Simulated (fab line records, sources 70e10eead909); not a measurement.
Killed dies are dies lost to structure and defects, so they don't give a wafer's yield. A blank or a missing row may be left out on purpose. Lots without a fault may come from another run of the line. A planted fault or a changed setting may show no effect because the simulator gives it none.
fab line records | flow nand_harc
record lots=12 wafers=36 last_day=32
route steps=1302 shown A_ONON_D2@549 A_BONDPAD@1228 THIN_TSV@1262 END@1302
lots that met no fault: from a run of the same line without faults
start_h: hours from the record's first day to the start of the lot's first wafer shown | wait_h: hours since the lot's step before | " the same as in the row above | L1.1+2: a row that stands for several wafers | - no value, or no start given | * or withheld: withheld | < > ~ a bound
route shown NAME@n: a module of which the file shows steps, and the number in the route of the first | usual: mean/standard deviation of fault-free wafers | same: alike in all rows | chamber/n: place in a boat | sites: the reading at each site | _std_site: their standard deviation | _edge_site: outer sites' mean less inner sites' | radius_mm: how far each site lies from the wafer's centre | mask NAME#n: copy n | behind: the tool/chamber that last shaped the wafer | hold: why the lot was held/for how many hours/how that ended | device: the transistor (n, p or np) that didn't switch | end of line: the same wafers' tests at the end of the route | a step without rows: its recipe alone | killed: dies lost to structure and defects at the first sort, not the wafer's yield | map: a wafer's dies, x killed, . not, _ none there
set.NAME: the setting as run; set.NAME@STEP: as run at that earlier step | model.NAME: the simulator's own value behind a step, which no gauge read
steps of the route over a sample of lots; a table a step, a row a wafer
services: from which hour (start_h, from the record's first day; less than 0 if before it) a tool's chamber was out of use, for how many hours, and why
## steps
# step NHARC_A_ONON_D2_DEP_06
# recipe target_thk_a=10000 n2_flow_sccm=2750 n2o_flow_sccm=2000 nh3_flow_sccm=500 sih4_flow_sccm=210 temp_c=400
# columns lot.wafer tool chamber start_h wait_h
L820.4+5+6 pecvd_onon-03 0 272.22 0.2
L821.1+5+6 pecvd_onon-02 0 285.43 0.1
L822.1+2+5 pecvd_onon-03 0 290.68 0.1
L823.1+4+6 pecvd_onon-02 0 305.58 0.1
L825.1+3+5 pecvd_onon-03 0 312.75 0.1
L824.1+3+6 pecvd_onon-01 0 312.75 0.1
L827.1+3+5 pecvd_onon-02 0 333.15 0.1
L826.2+3+6 pecvd_onon-03 0 333.20 0.1
L828.2+4+5 pecvd_onon-02 0 352.76 0.1
L836.1+2+6 pecvd_onon-02 0 438.28 0.1
L838.2+3+4 pecvd_onon-03 0 457.31 0.1
L841.1+3+6 pecvd_onon-03 0 473.90 0.1
# step NHARC_A_BONDPAD_PVD_27
# recipe target_thk_a=300 chamber_pressure_pa=5 power_w=5000 substrate_temp_c=30 time_s=20.49 material=Cu
# usual substrate_temp_c=30.00/0.11 throttle_valve_pct=29.8/1.3
# columns lot.wafer tool chamber start_h wait_h substrate_temp_c throttle_valve_pct
L820.4 pvd_sputter-01 - - - 30.05 28.9
L820.5 " - " " 29.99 29.1
L820.6 " - " " 30.05 29.9
L822.2 pvd_sputter-01 - 541.85 0.1 30.01 29.4
L822.1 " - " " 30.03 29.2
L822.5 " - " " 30.02 31.9
L821.1 pvd_sputter-01 - - - 29.94 29.3
L821.6 " - " " 29.86 29.8
L821.5 " - " " 29.91 29.2
L824.1 pvd_sputter-01 - - - 29.90 29.5
L824.3 " - " " 30.05 29.8
L824.6 " - " " 29.90 31.8
L823.4 pvd_sputter-02 - - - 29.75 27.8
L823.1 " - " " 30.11 30.3
L823.6 " - " " 29.95 31.0
L825.1 pvd_sputter-02 - - - 30.03 30.9
L825.3 " - " " 30.26 27.9
L825.5 " - " " 30.06 31.1
L827.1 pvd_sputter-01 - - - 30.04 29.1
L827.3 " - " " 30.05 29.4
L827.5 " - " " 30.05 29.2
L826.3 pvd_sputter-02 - - - 30.17 31.3
L826.2 " - " " 29.95 31.2
L826.6 " - " " 29.82 28.1
L828.2 pvd_sputter-01 - - - 30.11 29.2
L828.4 " - " " 30.11 32.1
L828.5 " - " " 30.21 29.4
L836.2 pvd_sputter-03 - - - 30.17 29.8
L836.1 " - " " 29.99 30.5
L836.6 " - " " 30.22 29.9
L838.3 pvd_sputter-03 - - - 30.21 27.1
L838.2 " - " " 30.06 29.9
L838.4 " - " " 30.02 30.0
L841.3 pvd_sputter-02 - - - 29.90 29.9
L841.1 " - " " 29.88 27.5
L841.6 " - " " 30.16 30.1
# step NHARC_A_BONDPAD_ANNEAL_28
# recipe temp_c=225 time_s=90
# usual anneal_temp_c=224.99/0.16 wafer_temp_C_max=226.45/0.3
# columns lot.wafer tool chamber start_h wait_h anneal_temp_c wafer_temp_C_max
L820.4 rtp_anneal-02 0 529.90 0.4 224.99 226.41
L820.5 " 0 " " 224.92 226.16
L820.6 " 0 " " 224.98 226.65
L822.1 rtp_anneal-02 0 542.45 - 224.65 226.78
L822.2 " 0 " " 224.88 226.69
L822.5 " 0 " " 224.68 226.00
L821.1 rtp_anneal-01 0 545.40 0.3 225.14 226.82
L821.5 " 0 " " 225.13 226.20
L821.6 " 0 " " 224.95 226.33
L824.1 rtp_anneal-02 0 554.68 0.3 224.80 226.55
L824.3 " 0 " " 224.76 226.55
L824.6 " 0 " " 224.75 226.40
L823.1 rtp_anneal-02 0 561.56 0.3 225.14 225.85
L823.4 " 0 " " 225.22 226.28
L823.6 " 0 " " 225.18 226.08
L825.1 rtp_anneal-01 0 563.05 - 224.76 226.18
L825.3 " 0 " " 224.94 226.38
L825.5 " 0 " " 225.17 226.51
L827.1 rtp_anneal-02 0 576.32 - 224.99 226.24
L827.3 " 0 " " 224.81 226.81
L827.5 " 0 " " 225.23 226.30
L826.2 rtp_anneal-01 0 581.72 0.4 225.06 226.21
L826.3 " 0 " " 225.19 226.90
L826.6 " 0 " " 225.26 226.57
L828.2 rtp_anneal-01 0 615.90 0.4 224.91 226.38
L828.4 " 0 " " 224.84 226.68
L828.5 " 0 " " 224.92 225.98
L836.1 rtp_anneal-01 0 680.53 - 224.86 226.43
L836.2 " 0 " " 224.95 226.03
L836.6 " 0 " " 224.98 226.58
L838.2 rtp_anneal-01 0 701.43 - 225.11 226.53
L838.3 " 0 " " 224.97 226.33
L838.4 " 0 " " 224.93 226.74
L841.1 rtp_anneal-02 0 727.86 - 224.83 225.91
L841.3 " 0 " " 224.86 226.32
L841.6 " 0 " " 225.01 226.90
# step NHARC_THIN_TSV_ETCH_44
# recipe target_depth_a=15942 time_s=797.1 cf4_flow_sccm=150 o2_flow_sccm=10 ar_flow_sccm=0 rf_w=300 bias_w=800 chemistry=CF4/O2
# usual drypump_motor_current_A=5.6/0.54 mfc_ar_sccm=0.010/0.012 o2_flow_sccm=10.00/0.034 oes_product_au=0.997/0.01 rf_fwd_power_W=299.8/0.96 rf_vpp_V=792/5.5 showerhead_plenum_p_Torr=1.80/0.085 throttle_valve_pct=16.913/0.0085
# columns lot.wafer tool chamber start_h wait_h drypump_motor_current_A mfc_ar_sccm o2_flow_sccm oes_product_au rf_fwd_power_W rf_hours_counter_h rf_vpp_V showerhead_plenum_p_Torr throttle_valve_pct
L820.4 rie_diel-11 2 542.07 0.1 6.3 0 9.99 0.993 301.1 6.5 791 1.77 16.918
L820.5 " 2 " " 6.3 0 9.99 0.994 299.4 - 792 1.77 16.903
L820.6 " 3 " " 4.9 0.022 9.96 0.992 299.1 - 788 1.74 16.909
L821.1 rie_diel-09 0 555.87 0.1 5.6 0.014 10.03 0.997 300.0 3.5 799 1.91 16.914
L821.6 " 3 " " 5.0 0.035 9.98 0.984 300.9 - 786 1.72 16.905
L821.5 " 0 " " 5.7 0.014 10.05 0.997 299.7 - 800 1.91 16.916
L822.1 rie_diel-11 0 557.07 0.1 6.0 0.005 9.98 0.987 299.6 8.0 789 1.74 16.928
L822.2 " 1 " " 5.6 0.005 10.01 0.990 301.1 8.4 794 1.83 16.924
L822.5 " 0 " " 6.0 0.005 10.00 1.005 300.0 - 788 1.74 16.915
L824.1 rie_diel-12 2 570.13 0.1 6.0 0 9.93 0.998 300.1 4.2 798 1.88 16.897
L824.3 " 0 " " 5.7 0.004 10.05 1.007 299.3 3.9 787 1.72 16.902
L824.6 " 2 " " 6.0 0 10.01 1.003 299.1 - 797 1.88 16.906
L823.4 rie_diel-09 3 578.03 0.1 5.0 0.035 10.00 1.002 299.3 5.6 786 1.72 16.918
L823.1 " 1 " " 4.7 0 9.95 1.008 299.3 5.2 787 1.71 16.919
L823.6 " 3 " " 5.0 0.035 10.04 0.992 299.2 - 787 1.72 16.918
L825.1 rie_diel-12 3 579.15 0.1 6.0 0 10.04 0.993 302.0 4.0 787 1.74 16.922
L825.3 " 0 " " 5.7 0.004 10.07 1.009 300.5 4.2 787 1.72 16.918
L825.5 " 2 " " 6.0 0 9.97 1.009 300.6 - 798 1.88 16.905
L827.1 rie_diel-12 0 591.10 0.1 5.7 0.004 9.95 1.000 300.5 4.8 787 1.72 16.914
L827.3 " 2 " " 6.0 0 10.02 1.011 300.5 5.6 797 1.88 16.907
L827.5 " 0 " " 5.7 0.004 9.99 1.006 299.6 - 788 1.72 16.913
L826.3 rie_diel-09 0 595.27 0.1 5.7 0.014 9.98 1.002 300.0 6.5 799 1.91 16.917
L826.2 " 3 " " 5.0 0.035 9.97 1.001 298.6 7.1 788 1.72 16.927
L826.6 " 0 " " 5.7 0.014 9.97 0.998 300.2 - 798 1.91 16.922
L828.4 rie_diel-09 2 630.67 0.1 6.3 0 10.01 1.017 299.1 7.8 799 1.91 16.915
L828.2 " 3 " " 5.0 0.035 10.03 0.995 299.7 9.1 787 1.71 16.906
L828.5 " 2 " " 6.3 0 10.04 1.013 299.6 - 799 1.91 16.919
L836.2 rie_diel-11 3 693.57 0.2 4.9 0.022 10.02 0.997 299.9 5.5 786 1.74 16.902
L836.1 " 0 " " 5.9 0.005 9.98 1.012 298.7 3.8 787 1.73 16.904
L836.6 " 1 " " 5.6 0.005 9.97 0.984 301.0 - 793 1.83 16.907
L838.4 rie_diel-09 0 715.94 0.1 5.7 0.014 10.00 0.985 299.5 2.3 797 1.91 16.909
L838.3 " 1 " " 4.7 0 10.05 1.002 299.3 2.3 787 1.71 16.913
L838.2 " 2 " " 6.3 0 9.97 1.011 301.5 3.0 799 1.91 16.906
L841.1 rie_diel-12 1 746.87 0.2 5.2 0.016 10.02 0.983 299.9 5.6 800 1.95 16.903
L841.3 " 2 " " 6.0 0 9.93 1.004 299.1 5.1 798 1.88 16.909
L841.6 " 3 " " 6.0 0 9.97 1.001 299.7 - 789 1.74 16.915
# step NHARC_END_SORT_01
# recipe temp_c=25
# usual killed_at_array=52/18 killed_at_other=0.6/0.83 killed_at_periphery=4.3/2.8 killed_dies=57/19 killed_open=3.4/2 killed_short=2.5/1.7
# same gross_dies=677
# columns lot.wafer tool chamber start_h wait_h killed_at_array killed_at_other killed_at_periphery killed_dies killed_open killed_short
L838.2 prober-01 0 732.12 2.8 113 0 9 122 8 2
L838.3 prober-01 0 732.93 3.1 117 0 9 126 4 0
L838.4 prober-01 0 733.75 3.5 127 0 5 132 4 0
L841.1 prober-01 0 765.28 2.5 100 2 3 105 1 5
L841.3 prober-01 0 766.87 3.1 91 0 10 101 2 2
L841.6 prober-01 0 769.25 4.0 103 0 6 109 3 2
# killed by level:class
L838.2 A_ONON_D2:unspecified=52 A_CHANNEL_HOLE_D1:chamber_film_flake=25 A_SLIT:chamber_film_flake=17 A_CONTACT:chamber_film_flake=6 A_STAIRCASE:chamber_film_flake=5 P_ZERO_WELL:chamber_film_flake=3 P_CONTACT:chamber_film_flake=2 P_CONTACT:geometric_particle:open=1
L838.3 A_ONON_D2:unspecified=48 A_CHANNEL_HOLE_D1:chamber_film_flake=32 A_SLIT:chamber_film_flake=18 A_STAIRCASE:chamber_film_flake=11 P_CONTACT:chamber_film_flake=6 A_WL_FILL:chamber_film_flake=3 P_GATE:geometric_particle:open=2 A_CONTACT:chamber_film_flake=2
L838.4 A_ONON_D2:unspecified=58 A_CHANNEL_HOLE_D1:chamber_film_flake=30 A_SLIT:chamber_film_flake=22 A_STAIRCASE:chamber_film_flake=10 A_CONTACT:chamber_film_flake=5 P_M0:geometric_particle:open=2 P_CONTACT:geometric_particle:open=1 A_ONON_D2:geometric_particle:open=1
L841.1 A_ONON_D2:unspecified=55 A_SLIT:chamber_film_flake=17 A_CHANNEL_HOLE_D1:chamber_film_flake=8 A_STAIRCASE:chamber_film_flake=5 A_SGD_CUT:chamber_film_flake=3 A_M1:chamber_film_flake=3 A_CHANNEL_HOLE_D2:chamber_film_flake=2 P_M0:geometric_particle:open=1
L841.3 A_ONON_D2:unspecified=51 A_SLIT:chamber_film_flake=17 A_STAIRCASE:chamber_film_flake=11 P_M1:chamber_film_flake=5 A_CHANNEL_HOLE_D1:chamber_film_flake=4 P_STI:chamber_film_flake=2 A_SGD_CUT:chamber_film_flake=2 P_M0:geometric_particle:open=1
L841.6 A_ONON_D2:unspecified=59 A_SLIT:chamber_film_flake=14 A_STAIRCASE:chamber_film_flake=9 A_CHANNEL_HOLE_D1:chamber_film_flake=8 P_M1:chamber_film_flake=5 A_CONTACT:chamber_film_flake=3 A_BLC:geometric_particle:open=2 A_SGD_CUT:chamber_film_flake=2
## services
# columns tool chamber start_h hours kind
rie_diel-09 1 278.77 8.3 repair
rie_diel-09 - 320.10 9.0 pm
rie_diel-09 3 345.73 4.9 repair
rie_diel-09 1 347.91 5.5 repair
pvd_sputter-01 - 356.69 1.9 repair
pecvd_onon-02 - 366.09 13.0 pm
rtp_anneal-01 - 372.00 12.0 pm
pvd_sputter-01 - 404.00 10.0 pm
pecvd_onon-03 - 408.00 13.0 pm
rie_diel-09 - 431.21 0.8 repair
rie_diel-09 0 435.91 5.6 repair
rie_diel-09 1 487.62 9.8 repair
rie_diel-09 - 497.10 9.0 pm
pvd_sputter-01 - 531.38 3.2 repair
rie_diel-09 - 543.61 0.3 repair
pecvd_onon-02 - 547.09 13.0 pm
pecvd_onon-02 - 565.75 0.9 repair
rie_diel-09 2 580.55 15.0 repair
pvd_sputter-01 - 582.00 10.0 pm
pecvd_onon-03 - 589.00 13.0 pm
pvd_sputter-01 - 649.41 1.6 repair
pvd_sputter-01 - 673.64 2.6 repair
pvd_sputter-01 - 736.19 0.5 repair
rtp_anneal-02 - 744.00 12.0 pm
## key
first_sign step=NHARC_END_SORT_01 reading=killed_dies direction=up sigmas=3.2 usual=57 struck=116
effect step=NHARC_END_SORT_01 reading=killed_at_array direction=up sigmas=3.1 usual=52 struck=108
more_kills_born_at NHARC_A_ONON_D2_DEP_06@pecvd_onon-03=323
met_at NHARC_A_ONON_D2_DEP_06
struck_lots L838,L841
tester_left_out L838,L841
not_acting_at NHARC_A_BONDPAD_PVD_27,NHARC_A_BONDPAD_ANNEAL_28,NHARC_THIN_TSV_ETCH_44
onset_between 333.20 457.31
also_fits time
fault kind=chamber_particle_source tool=pecvd_onon-03 chamber=- onset_h=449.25 steps=NHARC_A_ONON_D2_DEP_06 rate_per_visit_cm2=1.1182 end_h=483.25
# tester_left_out: of these lots the tester's yield and bins aren't shown, on N5 and GAA mostly nor the transistor test; their killed dies are dies lost to structure and defects alone, not to doping, threshold or leakage, so they don't give the yield
